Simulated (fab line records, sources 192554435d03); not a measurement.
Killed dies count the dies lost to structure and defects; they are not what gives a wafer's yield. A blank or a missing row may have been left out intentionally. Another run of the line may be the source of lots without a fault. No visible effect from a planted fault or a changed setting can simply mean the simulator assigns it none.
fab line records	flow n5-finfet
record lots=12	wafers=34	last-day=20
route steps=1938 shown BEOL_M6@1236 PASSIVATION@1936
lots with no fault: from the same line, run without faults
start-h: hours from the record's opening day to when the first of the lot's shown wafers began	wait-h: hours from the lot's prior step to this one	" same as the row above	L1.1+2: a single row standing in for several wafers	- either no value or no given start	* or withheld: withheld	< > ~ a bound
route shown NAME@n: a module of which the file shows steps, and the number in the route of the first	usual: mean and standard deviation over wafers with no fault	same: alike in all rows	chamber/n: place in a boat	sites: each site's reading	_std_site: the standard deviation of these	_edge_site: outer sites' mean less inner sites'	radius-mm: how far each site lies from the wafer's centre	mask NAME#n: copy n	behind: tool/chamber where the wafer was last shaped	hold: why the lot was held/for how many hours/how that ended	device: whichever transistor did not switch (one of n, p or np)	end of line: the route-end tests of the same wafers	where a step has no rows: the recipe by itself	killed: dies lost to structure and defects at the first sort, not the wafer's yield	map: shows each die of a wafer: x if killed, . if not, _ if none is there
set.NAME: the setting the step ran with; set.NAME@STEP: the setting that earlier step ran with	model.NAME: the simulator's own value behind a step, which no gauge read
route steps across a sampled set of lots; one table per step, one row per wafer
services: from which hour (start-h, from the record's first day; less than 0 if before it) a tool's chamber was out of use, for how many hours, and why
## steps
# step N5_BEOL_M6_VIA_ETCH_34
# recipe chemistry=C4F6/O2	target=SiCOH_lowk	target-depth-a=1263	mask-material=SOC	taper-deg=4	time-s=50.9	ion-energy-ev=250	pressure-mtorr=30	source-w=345	bias-w=185	Ar_flow_sccm=300	C4F6_flow_sccm=10	O2_flow_sccm=10
# usual drypump-motor-current-A=5.6/0.54	oes_f_703_au=0.81/0.074	oes-product-au=0.81/0.077	rf-vpp-V=667/6.5	showerhead-plenum-p-Torr=2.89/0.11	throttle-valve-pct=20.87/0.22
lot.wafer	tool	chamber	start-h	wait-h	drypump-motor-current-A	oes_f_703_au	oes-product-au	rf-hours-counter-h	rf-vpp-V	showerhead-plenum-p-Torr	throttle-valve-pct
L337.1	rie-diel-03	3	211.60	0.0	4.9	0.72	0.71	211	670	2.93	21.21
L337.4	"	2	"	"	5.3	0.71	0.71	217	658	2.72	21.08
L337.6	"	3	"	"	4.9	0.72	0.72	-	671	2.93	21.22
L339.2	rie-diel-01	2	222.60	0.0	5.3	0.87	0.89	33	671	3.02	20.78
L339.3	"	1	"	"	5.1	0.86	0.87	50	677	3.01	20.87
L339.5	"	1	"	"	5.1	0.87	0.87	-	678	3.01	20.87
L342.4	rie-diel-04	3	244.59	0.0	6.1	0.92	0.96	16	670	3.03	20.92
L342.5	"	2	"	"	6.1	0.78	0.78	-	657	2.86	20.69
L342.6	"	1	"	"	5.1	0.84	0.86	-	667	2.99	20.52
L340.1	rie-diel-03	2	244.66	0.0	5.3	0.71	0.70	227	660	2.71	21.09
L340.4	"	1	"	"	6.5	0.81	0.83	85	674	2.99	20.88
L340.5	"	3	"	"	4.9	0.71	0.70	-	668	2.93	21.24
L341.1	rie-diel-03	0	246.36	0.0	5.5	0.93	0.94	23	663	2.78	20.51
L341.4	"	2	"	"	5.3	0.70	0.70	228	660	2.71	21.09
L341.6	"	3	"	"	4.8	0.71	0.71	-	671	2.93	21.22
L344.1	rie-diel-01	0	246.41	0.0	5.7	0.78	0.79	116	669	2.85	20.78
L344.4	"	1	"	"	5.1	0.85	0.86	58	677	3.01	20.87
L344.5	"	2	"	"	5.3	0.87	0.88	-	671	3.01	20.78
L343.2	rie-diel-04	0	251.97	0.0	5.3	0.83	0.85	66	680	2.78	20.84
L343.3	"	2	"	"	6.1	0.78	0.78	118	658	2.86	20.70
L343.6	"	2	"	"	6.1	0.78	0.78	-	659	2.86	20.68
L346.1	rie-diel-03	0	267.59	0.0	5.5	0.92	0.93	31	663	2.77	20.54
L346.4	"	2	"	"	5.3	0.70	0.70	236	660	2.71	21.11
L346.6	"	0	"	"	5.5	0.92	0.92	-	664	2.77	20.55
L345.1	rie-diel-01	0	279.34	0.0	5.8	0.77	0.78	124	666	2.85	20.80
L345.5	"	2	"	"	5.3	0.85	0.87	-	670	3.01	20.82
L345.6	"	3	"	"	6.3	0.84	0.84	-	657	2.78	20.98
L351.4	rie-diel-01	3	313.90	0.0	6.3	0.83	0.83	75	659	2.78	21.00
L359.2	rie-diel-01	1	362.31	0.0	5.1	0.80	0.80	100	678	2.99	20.92
L359.4	"	0	"	"	5.7	0.75	0.75	154	667	2.84	20.83
L359.6	"	0	"	"	5.7	0.74	0.75	-	666	2.84	20.84
L360.1	rie-diel-03	2	367.17	0.0	5.3	0.93	0.94	15	670	3.03	20.78
L360.2	"	3	"	"	4.8	0.99	0.99	4	668	2.91	20.87
L360.5	"	1	"	"	6.5	0.76	0.77	-	673	2.97	20.93
# step N5_BEOL_M6_CURE_75
# recipe temp-c=370	time-s=120	ambient=DMADMS/He	material=SiCOH_lowk
# usual lamp-power-pct=52.31/0.048	wafer_temp_C_max=371.4/0.45
lot.wafer	tool	chamber	start-h	wait-h	lamp-power-pct	wafer_temp_C_max
L337.1	uv-cure-03	2	212.04	0.0	52.24	371.8
L337.4	"	2	"	"	52.26	371.5
L337.6	"	2	"	"	52.32	371.9
L339.2	uv-cure-02	1	223.09	0.1	52.27	371.1
L339.3	"	1	"	"	52.29	371.4
L339.5	"	1	"	"	52.29	371.3
L340.1	uv-cure-02	1	245.10	0.0	52.33	371.5
L340.4	"	1	"	"	52.28	371.3
L340.5	"	1	"	"	52.28	372.0
L342.4	uv-cure-01	0	245.18	0.2	52.29	371.0
L342.5	"	0	"	"	52.30	371.1
L342.6	"	0	"	"	52.39	371.0
L341.1	uv-cure-01	2	246.80	0.0	52.37	371.6
L341.4	"	2	"	"	52.25	371.6
L341.6	"	2	"	"	52.29	371.7
L344.1	uv-cure-02	0	246.85	0.0	52.27	370.7
L344.4	"	0	"	"	52.28	371.4
L344.5	"	0	"	"	52.26	370.9
L343.2	uv-cure-03	1	252.46	0.1	52.27	371.5
L343.3	"	1	"	"	52.25	371.5
L343.6	"	1	"	"	52.29	371.8
L346.1	uv-cure-01	0	268.03	0.0	52.25	371.5
L346.4	"	0	"	"	52.39	371.2
L346.6	"	0	"	"	52.24	371.5
L345.1	uv-cure-01	0	279.78	0.0	52.26	371.0
L345.5	"	0	"	"	52.24	371.1
L345.6	"	0	"	"	52.38	371.2
L351.4	uv-cure-03	0	314.49	0.2	52.38	371.0
L359.2	uv-cure-02	0	362.86	0.1	52.30	370.8
L359.4	"	0	"	"	52.30	371.4
L359.6	"	0	"	"	52.25	371.0
L360.1	uv-cure-03	0	367.62	0.0	52.28	370.6
L360.2	"	0	"	"	52.24	371.3
L360.5	"	0	"	"	52.40	370.5
# step N5_BEOL_M6_ALD_77
# recipe material=TaN	target-thk-a=20	temp-c=275	ald-precursor-family=PDMAT	ald-co-reactant=NH3	pressure-torr=3	carrier-flow-sccm=1500	pulse-time-s=2	purge-time-s=3	co-reactant-purge-time-s=2	co-reactant-pulse-time-s=3	ald-cycles=40	precursor-vessel-temp-c=75	precursor-vessel-pressure-torr=26.25	precursor-vessel-carrier-sccm=1000
# usual ald-cycles=40/0	heater-power-w=425/39
lot.wafer	tool	chamber	start-h	wait-h	ald-cycles	heater-power-w
L337.1	ald-metal-03	0	212.55	0.0	40	393
L337.4	"	2	"	"	40	339
L337.6	"	0	"	"	40	410
L339.2	ald-metal-01	0	223.73	0.2	40	392
L339.3	"	1	"	"	40	422
L339.5	"	0	"	"	40	416
L340.1	ald-metal-03	1	245.78	0.3	40	449
L340.4	"	3	"	"	40	368
L340.5	"	0	"	"	40	395
L342.4	ald-metal-01	0	245.85	0.4	40	396
L342.5	"	1	"	"	40	421
L342.6	"	2	"	"	40	478
L344.1	ald-metal-01	0	247.29	0.1	40	400
L344.4	"	0	"	"	40	408
L344.5	"	2	"	"	40	480
L341.1	ald-metal-02	1	247.35	0.1	40	423
L341.4	"	3	"	"	40	455
L341.6	"	1	"	"	40	436
L343.2	ald-metal-02	1	254.20	0.0	40	424
L343.3	"	0	"	"	40	487
L343.6	"	2	"	"	40	471
L346.1	ald-metal-01	1	268.45	0.0	40	424
L346.4	"	0	"	"	40	402
L346.6	"	2	"	"	40	478
L345.1	ald-metal-01	3	282.73	0.0	52	397
L345.5	"	0	"	"	40	405
L345.6	"	1	"	"	52	417
L351.4	ald-metal-01	3	315.43	0.1	40	398
L359.2	ald-metal-03	3	363.55	0.0	40	324
L359.4	"	1	"	"	40	436
L359.6	"	2	"	"	40	333
L360.1	ald-metal-01	3	368.08	0.0	40	398
L360.2	"	0	"	"	40	410
L360.5	"	2	"	"	40	472
# step N5_BEOL_M6_DEP_56
# recipe material=SiCN	target-thk-a=100	temp-c=withheld	precursor=3MS/NH3	pressure-torr=3	rf-w=202	time-s=17.5
# usual showerhead-plenum-p-Torr=3.661/0.012	throttle-valve-pct=9.2/0.6
lot.wafer	tool	chamber	start-h	wait-h	showerhead-plenum-p-Torr	throttle-valve-pct
L337.1	pecvd-04	1	214.06	0.0	3.660	8.7
L337.4	"	0	"	"	3.670	9.6
L337.6	"	1	"	"	3.657	8.6
L339.2	pecvd-04	1	226.60	0.0	3.658	8.6
L339.3	"	0	"	"	3.681	9.4
L339.5	"	2	"	"	3.658	9.4
L342.4	pecvd-01	2	247.77	0.0	3.673	8.6
L342.5	"	1	"	"	3.659	10.1
L342.6	"	0	"	"	3.658	9.5
L340.1	pecvd-01	2	247.97	0.0	3.682	8.8
L340.4	"	2	"	"	3.683	8.4
L340.5	"	0	"	"	3.670	9.1
L344.1	pecvd-04	2	250.17	0.0	3.653	9.5
L344.4	"	0	"	"	3.678	9.3
L344.5	"	1	"	"	3.650	8.4
L341.1	pecvd-01	0	250.44	0.0	3.651	9.5
L341.4	"	0	"	"	3.655	9.3
L341.6	"	1	"	"	3.660	10.4
L343.2	pecvd-03	1	255.60	0.0	3.653	9.0
L343.3	"	0	"	"	3.660	9.4
L343.6	"	1	"	"	3.654	8.8
L346.1	pecvd-03	0	270.89	0.0	3.655	9.3
L346.4	"	1	"	"	3.642	8.7
L346.6	"	0	"	"	3.659	9.2
L345.1	pecvd-01	1	284.49	0.0	3.662	10.1
L345.5	"	0	"	"	3.667	9.4
L345.6	"	1	"	"	3.655	10.3
L351.4	pecvd-04	1	317.76	0.0	3.652	8.3
L359.2	pecvd-01	1	365.23	0.0	3.659	10.2
L359.4	"	0	"	"	3.658	9.2
L359.6	"	2	"	"	3.674	8.9
L360.1	pecvd-04	1	369.58	0.0	3.677	8.8
L360.2	"	2	"	"	3.654	9.8
L360.5	"	1	"	"	3.668	8.7
# step N5_PASSIVATION_PROBE_49
# usual killed_at_M0_to_M3=36/11	killed_at_M4_up=14/5.6	killed-at-contacts=11/5.6	killed-at-front-end=40/12	killed-at-other=4/3.2	killed-dies=105/17	killed-open=69/12	killed-short=34/8.4
# same gross-dies=1180	killed-at-back-side=0
lot.wafer	tool	chamber	start-h	wait-h	killed_at_M0_to_M3	killed_at_M4_up	killed-at-contacts	killed-at-front-end	killed-at-other	killed-dies	killed-open	killed-short
L337.1	prober-01	-	310.81	0.0	55	21	1	43	2	122	92	30
L337.4	prober-01	-	310.96	0.2	27	10	6	34	2	79	61	18
L337.6	prober-01	-	311.06	0.3	37	9	15	38	3	102	65	37
L339.2	prober-02	-	324.46	0.1	34	7	12	29	5	87	55	31
L339.3	prober-02	-	324.51	0.1	25	19	21	38	10	113	70	36
L339.5	prober-02	-	324.61	0.2	23	10	19	26	11	89	49	39
L341.1	prober-01	-	339.11	0.0	21	6	10	39	1	77	46	31
L341.4	prober-01	-	339.26	0.2	32	9	2	47	2	92	53	39
L341.6	prober-01	-	339.36	0.3	22	9	6	38	5	80	60	20
L343.2	prober-01	-	339.82	0.1	21	29	16	59	0	125	81	41
L343.3	prober-01	-	339.87	0.1	23	15	15	73	1	127	77	44
L343.6	prober-01	-	340.02	0.3	35	20	19	59	1	134	91	37
L344.1	prober-01	-	343.21	0.0	51	14	12	44	7	128	77	50
L344.4	prober-01	-	343.36	0.2	49	8	10	29	6	102	64	37
L344.5	prober-01	-	343.41	0.2	33	14	11	41	5	104	67	37
L342.4	prober-01	-	343.66	0.2	29	20	8	41	0	98	65	27
L342.5	prober-01	-	343.71	0.3	37	21	17	33	2	110	79	31
L342.6	prober-01	-	343.76	0.3	36	10	12	32	3	93	67	25
L340.1	prober-01	-	345.18	0.0	25	13	13	39	3	93	62	31
L340.4	prober-01	-	345.33	0.2	24	9	7	30	3	73	46	26
L340.5	prober-01	-	345.38	0.2	32	11	9	21	4	77	49	27
L346.1	prober-02	-	357.41	0.0	33	11	3	33	1	81	51	27
L346.4	prober-02	-	357.56	0.2	32	13	12	33	6	96	60	30
L346.6	prober-02	-	357.66	0.3	36	8	16	40	1	101	70	31
L345.1	prober-02	-	363.07	0.0	46	26	12	42	6	132	96	34
L345.5	prober-02	-	363.27	0.2	34	23	7	23	5	92	64	27
L345.6	prober-02	-	363.32	0.3	50	20	11	55	2	138	95	42
L351.4	prober-02	-	397.74	0.2	25	12	10	44	7	98	63	35
L359.2	prober-01	-	443.33	0.1	38	15	13	44	1	111	68	42
L359.4	prober-01	-	443.43	0.2	41	11	30	56	2	140	90	47
L359.6	prober-01	-	443.53	0.3	48	11	5	58	0	122	82	34
L360.1	prober-01	-	468.48	0.0	35	10	5	50	2	102	64	38
L360.2	prober-01	-	468.53	0.1	42	15	10	18	10	95	69	26
L360.5	prober-01	-	468.68	0.2	62	16	6	22	3	109	66	37
# killed by level:class
L337.1 BEOL_M2:geometric-particle:open=22 STI_FIN_REVEAL:geometric-particle:open=18 BEOL_M3:geometric-particle:open=10 BEOL_M0_SAQP:geometric-particle:open=7 BEOL_M5:geometric-particle:open=6 BEOL_M4:geometric-particle:open=6 STARTING-WAFER:geometric-particle:short=5 BEOL_M2:geometric-particle:short=4
L337.4 FIN_SAQP:geometric-particle:open=13 BEOL_M3:geometric-particle:open=9 STI_FIN_REVEAL:geometric-particle:open=6 BEOL_M2:geometric-particle:open=6 BEOL_M0_SAQP:geometric-particle:short=6 FIN_SAQP:geometric-particle:short=5 BEOL_M0_SAQP:geometric-particle:open=5 BEOL_M4:geometric-particle:open=5
L337.6 MOL_CONTACT_COAG:geometric-particle:open=13 BEOL_M2:geometric-particle:open=12 FIN_SAQP:geometric-particle:short=8 BEOL_M0:geometric-particle:open=6 STI_FIN_REVEAL:geometric-particle:open=5 GATE_CUT:geometric-particle:short=5 BEOL_M3:geometric-particle:open=5 DUMMY_GATE:geometric-particle:open=4
L339.2 STI_FIN_REVEAL:geometric-particle:open=12 BEOL_M0_SAQP:geometric-particle:short=12 MOL_CONTACT_COAG:geometric-particle:open=10 BEOL_M2:geometric-particle:open=10 BEOL_M0_SAQP:geometric-particle:open=8 STARTING-WAFER:geometric-particle:short=6 BEOL_M8:geometric-particle:open=3 STARTING-WAFER:geometric-particle:open=3
L339.3 MOL_CONTACT_COAG:geometric-particle:open=19 BEOL_M0_SAQP:geometric-particle:short=7 BEOL_M5:geometric-particle:open=7 BEOL_M0_SAQP:geometric-particle:open=6 STI_FIN_REVEAL:geometric-particle:open=5 FIN_SAQP:geometric-particle:open=4 BEOL_M2:geometric-particle:open=4 STARTING-WAFER:geometric-particle:short=4
L339.5 MOL_CONTACT_COAG:geometric-particle:open=13 BEOL_M0_SAQP:geometric-particle:short=9 FIN_SAQP:geometric-particle:short=8 MOL_CONTACT_COAG:geometric-particle:short=6 BEOL_M2:geometric-particle:open=6 GATE_CUT:geometric-particle:short=5 BEOL_M0_SAQP:geometric-particle:open=5 BEOL_M4:geometric-particle:open=4
L341.1 FIN_SAQP:geometric-particle:short=14 BEOL_M2:geometric-particle:open=11 MOL_CONTACT_COAG:geometric-particle:open=10 GATE_CUT:geometric-particle:short=7 FIN_SAQP:geometric-particle:open=5 BEOL_M0_SAQP:geometric-particle:short=4 STARTING-WAFER:geometric-particle:open=4 STI_FIN_REVEAL:geometric-particle:open=3
L341.4 BEOL_M2:geometric-particle:open=14 FIN_SAQP:geometric-particle:open=10 FIN_SAQP:geometric-particle:short=10 STI_FIN_REVEAL:geometric-particle:open=6 BEOL_M2:geometric-particle:short=5 DUMMY_GATE:geometric-particle:open=4 GATE_CUT:geometric-particle:short=4 STARTING-WAFER:geometric-particle:short=4
L341.6 BEOL_M2:geometric-particle:open=8 FIN_SAQP:geometric-particle:open=7 STI_FIN_REVEAL:geometric-particle:open=7 GATE_CUT:geometric-particle:short=7 MOL_CONTACT_COAG:geometric-particle:open=6 BEOL_M1:geometric-particle:open=6 FIN_SAQP:geometric-particle:short=3 DUMMY_GATE:geometric-particle:open=3
L343.2 BEOL_M4:geometric-particle:open=21 FIN_SAQP:geometric-particle:short=15 MOL_CONTACT_COAG:geometric-particle:open=15 STI_FIN_REVEAL:geometric-particle:open=10 FIN_SAQP:geometric-particle:open=7 DUMMY_GATE:geometric-particle:open=7 BEOL_M0_SAQP:geometric-particle:short=6 BEOL_M2:geometric-particle:open=6
L343.3 STI_FIN_REVEAL:geometric-particle:open=13 FIN_SAQP:geometric-particle:open=11 MOL_CONTACT_COAG:geometric-particle:open=11 FIN_SAQP:geometric-particle:short=10 DUMMY_GATE:geometric-particle:open=9 GATE_CUT:geometric-particle:short=8 BEOL_M0_SAQP:geometric-particle:short=7 BEOL_M4:geometric-particle:open=5
L343.6 STI_FIN_REVEAL:geometric-particle:open=16 MOL_CONTACT_COAG:geometric-particle:open=15 GATE_CUT:geometric-particle:short=9 BEOL_M3:geometric-particle:open=8 BEOL_M4:geometric-particle:open=8 FIN_SAQP:geometric-particle:open=6 BEOL_M0_SAQP:geometric-particle:open=6 BEOL_M1:geometric-particle:open=6
L344.1 BEOL_M0_SAQP:geometric-particle:short=16 BEOL_M3:geometric-particle:open=11 STI_FIN_REVEAL:geometric-particle:open=10 MOL_CONTACT_COAG:geometric-particle:open=9 BEOL_M0_SAQP:geometric-particle:open=8 FIN_SAQP:geometric-particle:open=7 BEOL_M3:geometric-particle:short=7 BEOL_M2:geometric-particle:open=5
L344.4 BEOL_M1:geometric-particle:open=14 MOL_CONTACT_COAG:geometric-particle:open=8 BEOL_M2:geometric-particle:open=7 BEOL_M0_SAQP:geometric-particle:open=7 BEOL_M0_SAQP:geometric-particle:short=7 FIN_SAQP:geometric-particle:open=6 STI_FIN_REVEAL:geometric-particle:open=6 BEOL_M1:geometric-particle:short=5
L344.5 BEOL_M1:geometric-particle:open=9 STI_FIN_REVEAL:geometric-particle:open=9 BEOL_M0_SAQP:geometric-particle:short=9 DUMMY_GATE:geometric-particle:open=7 MOL_CONTACT_COAG:geometric-particle:open=7 FIN_SAQP:geometric-particle:open=5 BEOL_M6:geometric-particle:open=5 BEOL_M2:geometric-particle:open=5
L342.4 FIN_SAQP:geometric-particle:open=10 STI_FIN_REVEAL:geometric-particle:open=8 MOL_CONTACT_COAG:geometric-particle:open=8 BEOL_M0_SAQP:geometric-particle:open=8 BEOL_M4:geometric-particle:open=8 BEOL_M0_SAQP:geometric-particle:short=7 STARTING-WAFER:geometric-particle:short=6 HKMG_FIN:area-etch=6
L342.5 MOL_CONTACT_COAG:geometric-particle:open=14 BEOL_M1:geometric-particle:open=10 FIN_SAQP:geometric-particle:open=10 FIN_SAQP:geometric-particle:short=10 BEOL_M3:geometric-particle:open=10 BEOL_M0_SAQP:geometric-particle:open=7 BEOL_M0_SAQP:geometric-particle:short=6 BEOL_M4:geometric-particle:short=6
L342.6 FIN_SAQP:geometric-particle:open=12 MOL_CONTACT_COAG:geometric-particle:open=9 BEOL_M3:geometric-particle:open=8 BEOL_M1:geometric-particle:open=6 BEOL_M2:geometric-particle:open=6 BEOL_M0_SAQP:geometric-particle:short=5 DUMMY_GATE:geometric-particle:open=4 STARTING-WAFER:geometric-particle:open=4
L340.1 FIN_SAQP:geometric-particle:short=13 MOL_CONTACT_COAG:geometric-particle:open=12 BEOL_M0_SAQP:geometric-particle:open=8 STARTING-WAFER:geometric-particle:open=6 FIN_SAQP:geometric-particle:open=5 BEOL_M3:geometric-particle:open=5 BEOL_M2:geometric-particle:open=5 BEOL_M4:geometric-particle:open=5
L340.4 FIN_SAQP:geometric-particle:open=9 STI_FIN_REVEAL:geometric-particle:open=7 MOL_CONTACT_COAG:geometric-particle:open=7 BEOL_M0_SAQP:geometric-particle:short=5 FIN_SAQP:geometric-particle:short=4 GATE_CUT:geometric-particle:short=4 BEOL_M0_SAQP:geometric-particle:open=4 BEOL_M1:geometric-particle:open=4
L340.5 BEOL_M2:geometric-particle:open=10 MOL_CONTACT_COAG:geometric-particle:open=9 BEOL_M0_SAQP:geometric-particle:open=8 BEOL_M0_SAQP:geometric-particle:short=7 BEOL_M4:geometric-particle:open=6 FIN_SAQP:geometric-particle:short=4 FIN_SAQP:geometric-particle:open=3 BEOL_M3:geometric-particle:open=3
L346.1 BEOL_M0_SAQP:geometric-particle:open=10 FIN_SAQP:geometric-particle:open=7 BEOL_M0_SAQP:geometric-particle:short=7 FIN_SAQP:geometric-particle:short=6 BEOL_M2:geometric-particle:open=5 BEOL_M3:geometric-particle:open=5 STI_FIN_REVEAL:geometric-particle:open=4 BEOL_M4:geometric-particle:open=4
L346.4 BEOL_M0_SAQP:geometric-particle:short=9 BEOL_M3:geometric-particle:open=9 MOL_CONTACT_COAG:geometric-particle:open=8 DUMMY_GATE:geometric-particle:open=7 FIN_SAQP:geometric-particle:open=6 BEOL_M0_SAQP:geometric-particle:open=5 BEOL_M4:geometric-particle:open=5 MOL_CONTACT_COAG:geometric-particle:short=4
L346.6 FIN_SAQP:geometric-particle:short=14 MOL_CONTACT_COAG:geometric-particle:open=14 BEOL_M1:geometric-particle:open=10 STI_FIN_REVEAL:geometric-particle:open=9 FIN_SAQP:geometric-particle:open=7 BEOL_M0_SAQP:geometric-particle:open=7 BEOL_M3:geometric-particle:open=7 BEOL_M5:geometric-particle:open=4
L345.1 BEOL_M4:geometric-particle:open=15 BEOL_M0_SAQP:geometric-particle:open=12 MOL_CONTACT_COAG:geometric-particle:open=11 FIN_SAQP:geometric-particle:open=10 STI_FIN_REVEAL:geometric-particle:open=10 BEOL_M0_SAQP:geometric-particle:short=9 BEOL_M1:geometric-particle:open=8 BEOL_M3:geometric-particle:open=7
L345.5 BEOL_M4:geometric-particle:open=13 BEOL_M2:geometric-particle:open=8 MOL_CONTACT_COAG:geometric-particle:open=7 BEOL_M0_SAQP:geometric-particle:short=7 BEOL_M0_SAQP:geometric-particle:open=7 BEOL_M1:geometric-particle:open=7 FIN_SAQP:geometric-particle:open=5 FIN_SAQP:geometric-particle:short=3
L345.6 STI_FIN_REVEAL:geometric-particle:open=23 FIN_SAQP:geometric-particle:open=13 BEOL_M0_SAQP:geometric-particle:short=13 MOL_CONTACT_COAG:geometric-particle:open=9 BEOL_M4:geometric-particle:open=9 BEOL_M0_SAQP:geometric-particle:open=8 BEOL_M1:geometric-particle:open=6 BEOL_M3:geometric-particle:open=6
L351.4 MOL_CONTACT_COAG:geometric-particle:open=10 DUMMY_GATE:geometric-particle:open=8 BEOL_M2:geometric-particle:open=8 FIN_SAQP:geometric-particle:short=7 STI_FIN_REVEAL:geometric-particle:open=6 BEOL_M0_SAQP:geometric-particle:short=6 FIN_SAQP:geometric-particle:open=5 GATE_CUT:geometric-particle:open=4
L359.2 BEOL_M0_SAQP:geometric-particle:short=17 STI_FIN_REVEAL:geometric-particle:open=14 MOL_CONTACT_COAG:geometric-particle:open=11 BEOL_M4:geometric-particle:open=8 FIN_SAQP:geometric-particle:open=7 BEOL_M2:geometric-particle:open=7 FIN_SAQP:geometric-particle:short=6 STI_FIN_REVEAL:geometric-particle:short=5
L359.4 MOL_CONTACT_COAG:geometric-particle:open=27 FIN_SAQP:geometric-particle:short=14 FIN_SAQP:geometric-particle:open=12 STI_FIN_REVEAL:geometric-particle:open=11 BEOL_M0_SAQP:geometric-particle:short=7 BEOL_M1:geometric-particle:open=7 BEOL_M3:geometric-particle:open=6 BEOL_M4:geometric-particle:open=6
L359.6 FIN_SAQP:geometric-particle:open=21 FIN_SAQP:geometric-particle:short=14 BEOL_M0_SAQP:geometric-particle:open=14 BEOL_M0_SAQP:geometric-particle:short=9 STI_FIN_REVEAL:geometric-particle:open=7 BEOL_M1:geometric-particle:open=7 BEOL_M0:geometric-particle:open=6 BEOL_M2:geometric-particle:open=6
L360.1 FIN_SAQP:geometric-particle:open=13 BEOL_M2:geometric-particle:open=10 FIN_SAQP:geometric-particle:short=8 BEOL_M0_SAQP:geometric-particle:short=7 STI_FIN_REVEAL:geometric-particle:open=6 BEOL_M1:geometric-particle:open=6 BEOL_M3:geometric-particle:open=5 GATE_CUT:geometric-particle:short=5
L360.2 BEOL_M2:geometric-particle:open=10 BEOL_M0_SAQP:geometric-particle:open=8 MOL_CONTACT_COAG:geometric-particle:open=7 BEOL_M0_SAQP:geometric-particle:short=7 BEOL_M1:geometric-particle:open=6 BEOL_M3:geometric-particle:open=6 BEOL_M4:geometric-particle:open=6 MIM_TOP_ETCH:geometric-particle:short=4
L360.5 BEOL_M3:geometric-particle:open=14 BEOL_M2:geometric-particle:open=13 BEOL_M0_SAQP:geometric-particle:short=8 BEOL_M0_SAQP:geometric-particle:open=7 BEOL_M1:geometric-particle:open=7 BEOL_M4:geometric-particle:open=7 FIN_SAQP:geometric-particle:open=5 BEOL_M2:geometric-particle:short=5
## services
tool	chamber	start-h	hours	kind
uv-cure-01	-	207.39	0.5	repair
pecvd-03	2	212.06	18.9	repair
ald-metal-03	1	216.19	3.5	repair
ald-metal-01	3	230.30	46.8	repair
rie-diel-01	0	264.71	3.7	repair
uv-cure-02	-	269.60	5.0	repair
pecvd-03	-	270.21	0.6	repair
ald-metal-03	2	279.44	5.9	repair
pecvd-04	0	282.82	14.2	repair
uv-cure-03	-	284.35	6.0	pm
uv-cure-01	-	293.69	7.5	pm
rie-diel-04	1	294.03	23.1	repair
pecvd-03	0	296.00	7.2	repair
rie-diel-03	2	313.71	-	clean
rie-diel-03	2	313.71	-	consumable-replace:focus-ring
rie-diel-03	2	313.71	-	consumable-replace:showerhead
rie-diel-03	2	313.71	17.9	scheduled-down
rie-diel-03	2	313.71	17.9	vent-cycle
pecvd-03	2	318.15	4.3	repair
ald-metal-03	-	337.57	14.0	pm
rie-diel-03	-	353.27	4.3	pm
ald-metal-02	1	360.37	25.1	repair
pecvd-03	-	363.53	2.8	pm
ald-metal-01	-	368.81	0.6	repair
## key
first-sign step=N5_BEOL_M6_ALD_77	reading=ald-cycles	direction=up	sigmas=99+	usual=*	struck=*
effect none on later readings
met-at N5_BEOL_M6_ALD_77
struck-lots L345
struck-wafers L345.1,L345.6
moved-without-meeting-it L351
not-acting-at N5_BEOL_M6_VIA_ETCH_34,N5_BEOL_M6_CURE_75,N5_BEOL_M6_DEP_56
onset-between 268.45 282.73
fault kind=process-parameter-drift	tool=ald-metal-01	chamber=-	onset-h=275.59	steps=N5_BEOL_M6_ALD_77	channel=ald-cycles	offset=*	shape=step	end-h=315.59	scope=struck-wafers-only	acts-in=*	stated=*
# moved-without-meeting-it: readings of these lots or wafers moved too, though they didn't meet the fault's tool or chamber
